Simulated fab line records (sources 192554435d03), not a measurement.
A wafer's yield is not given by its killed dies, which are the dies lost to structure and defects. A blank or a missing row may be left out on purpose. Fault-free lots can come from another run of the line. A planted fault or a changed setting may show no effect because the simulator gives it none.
Matching of chambers / flow n5_finfet / N5_BEOL_M2_PRE_CLEAN_60 on cvd_co-01: 3 sister chambers
The step time 15 s. 39 wafers are shown with their chamber, then 12 later ones without.

## EACH WAFER AND ITS CHAMBER
wafer=L074.3; chamber=1; heater_power_w (W)=85; rf_fwd_power_W (W)=298.3
wafer=L074.4; chamber=2; heater_power_w (W)=81; rf_fwd_power_W (W)=296.4
wafer=L074.5; chamber=2; heater_power_w (W)=80; rf_fwd_power_W (W)=295.2
wafer=L075.2; chamber=1; heater_power_w (W)=87; rf_fwd_power_W (W)=298.6
wafer=L075.5; chamber=1; heater_power_w (W)=86; rf_fwd_power_W (W)=298.1
wafer=L075.6; chamber=2; heater_power_w (W)=81; rf_fwd_power_W (W)=297.0
wafer=L079.3; chamber=0; heater_power_w (W)=95; rf_fwd_power_W (W)=298.0
wafer=L079.4; chamber=2; heater_power_w (W)=82; rf_fwd_power_W (W)=295.7
wafer=L079.6; chamber=1; heater_power_w (W)=86; rf_fwd_power_W (W)=298.4
wafer=L077.3; chamber=1; heater_power_w (W)=85; rf_fwd_power_W (W)=299.2
wafer=L077.5; chamber=0; heater_power_w (W)=93; rf_fwd_power_W (W)=296.3
wafer=L077.6; chamber=2; heater_power_w (W)=82; rf_fwd_power_W (W)=297.0
wafer=L080.3; chamber=0; heater_power_w (W)=92; rf_fwd_power_W (W)=298.3
wafer=L080.4; chamber=1; heater_power_w (W)=86; rf_fwd_power_W (W)=297.4
wafer=L080.5; chamber=2; heater_power_w (W)=80; rf_fwd_power_W (W)=296.6
wafer=L081.1; chamber=2; heater_power_w (W)=81; rf_fwd_power_W (W)=297.9
wafer=L081.5; chamber=1; heater_power_w (W)=86; rf_fwd_power_W (W)=298.9
wafer=L081.6; chamber=0; heater_power_w (W)=94; rf_fwd_power_W (W)=299.2
wafer=L082.2; chamber=1; heater_power_w (W)=84; rf_fwd_power_W (W)=299.1
wafer=L082.3; chamber=2; heater_power_w (W)=80; rf_fwd_power_W (W)=295.3
wafer=L082.6; chamber=1; heater_power_w (W)=86; rf_fwd_power_W (W)=298.7
wafer=L083.2; chamber=1; heater_power_w (W)=86; rf_fwd_power_W (W)=298.9
wafer=L083.5; chamber=2; heater_power_w (W)=81; rf_fwd_power_W (W)=297.5
wafer=L083.6; chamber=0; heater_power_w (W)=98; rf_fwd_power_W (W)=297.1
wafer=L084.1; chamber=2; heater_power_w (W)=81; rf_fwd_power_W (W)=297.0
wafer=L084.3; chamber=1; heater_power_w (W)=87; rf_fwd_power_W (W)=298.0
wafer=L084.4; chamber=2; heater_power_w (W)=82; rf_fwd_power_W (W)=297.4
wafer=L086.1; chamber=2; heater_power_w (W)=84; rf_fwd_power_W (W)=297.4
wafer=L086.3; chamber=1; heater_power_w (W)=84; rf_fwd_power_W (W)=299.5
wafer=L086.5; chamber=2; heater_power_w (W)=83; rf_fwd_power_W (W)=297.7
wafer=L087.1; chamber=2; heater_power_w (W)=84; rf_fwd_power_W (W)=296.0
wafer=L087.4; chamber=2; heater_power_w (W)=79; rf_fwd_power_W (W)=296.1
wafer=L087.5; chamber=0; heater_power_w (W)=94; rf_fwd_power_W (W)=298.1
wafer=L088.1; chamber=1; heater_power_w (W)=85; rf_fwd_power_W (W)=297.5
wafer=L088.3; chamber=0; heater_power_w (W)=97; rf_fwd_power_W (W)=298.1
wafer=L088.4; chamber=2; heater_power_w (W)=84; rf_fwd_power_W (W)=297.1
wafer=L089.1; chamber=0; heater_power_w (W)=95; rf_fwd_power_W (W)=297.5
wafer=L089.4; chamber=1; heater_power_w (W)=83; rf_fwd_power_W (W)=297.9
wafer=L089.5; chamber=0; heater_power_w (W)=96; rf_fwd_power_W (W)=297.5

SIGNATURES (averages over the wafers above)
reading=heater_power_w; chamber 0=94.89; chamber 1=85.43; chamber 2=81.56; scatter within a chamber=1.51
reading=rf_fwd_power_W; chamber 0=297.789; chamber 1=298.464; chamber 2=296.706; scatter within a chamber=0.768
Rule: a wafer lies at a distance from a chamber equal to the root of the sum of squares, over the readings, of (its reading less the chamber's mean, divided by the reading's scatter). The wafer belongs to the nearest chamber; if the next one is less than 2 further off, it can't be placed. The scatter: take each reading less its chamber's mean, square it, sum over the shown wafers, divide by the number of wafers less the number of chambers, and take the root.

## WAFERS WITHOUT THEIR CHAMBER
wafer=L092.2; heater_power_w (W)=85; rf_fwd_power_W (W)=298.8
wafer=L092.3; heater_power_w (W)=81; rf_fwd_power_W (W)=297.1
wafer=L092.4; heater_power_w (W)=79; rf_fwd_power_W (W)=296.7
wafer=L093.1; heater_power_w (W)=82; rf_fwd_power_W (W)=295.0
wafer=L093.3; heater_power_w (W)=97; rf_fwd_power_W (W)=297.3
wafer=L093.6; heater_power_w (W)=83; rf_fwd_power_W (W)=298.4
wafer=L095.1; heater_power_w (W)=82; rf_fwd_power_W (W)=297.2
wafer=L095.3; heater_power_w (W)=96; rf_fwd_power_W (W)=297.9
wafer=L095.4; heater_power_w (W)=84; rf_fwd_power_W (W)=298.5
wafer=L097.1; heater_power_w (W)=98; rf_fwd_power_W (W)=296.9
wafer=L097.3; heater_power_w (W)=87; rf_fwd_power_W (W)=297.4
wafer=L097.5; heater_power_w (W)=85; rf_fwd_power_W (W)=298.0

## WHICH CHAMBER EACH ONE RAN IN
wafer=L092.2; from the rows above=1; in truth=1
wafer=L092.3; from the rows above=2; in truth=2
wafer=L092.4; from the rows above=2; in truth=2
wafer=L093.1; from the rows above=2; in truth=2
wafer=L093.3; from the rows above=0; in truth=0
wafer=L093.6; from the rows above=can't be placed: 1 or 2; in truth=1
wafer=L095.1; from the rows above=2; in truth=2
wafer=L095.3; from the rows above=0; in truth=0
wafer=L095.4; from the rows above=can't be placed: 1 or 2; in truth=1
wafer=L097.1; from the rows above=0; in truth=0
wafer=L097.3; from the rows above=can't be placed: 1 or 2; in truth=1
wafer=L097.5; from the rows above=1; in truth=1
Correctly placed: 9 of 12. Cannot be placed on the basis of these rows: 3; the candidates contain the true chamber in 3. Number placed wrongly: 0.
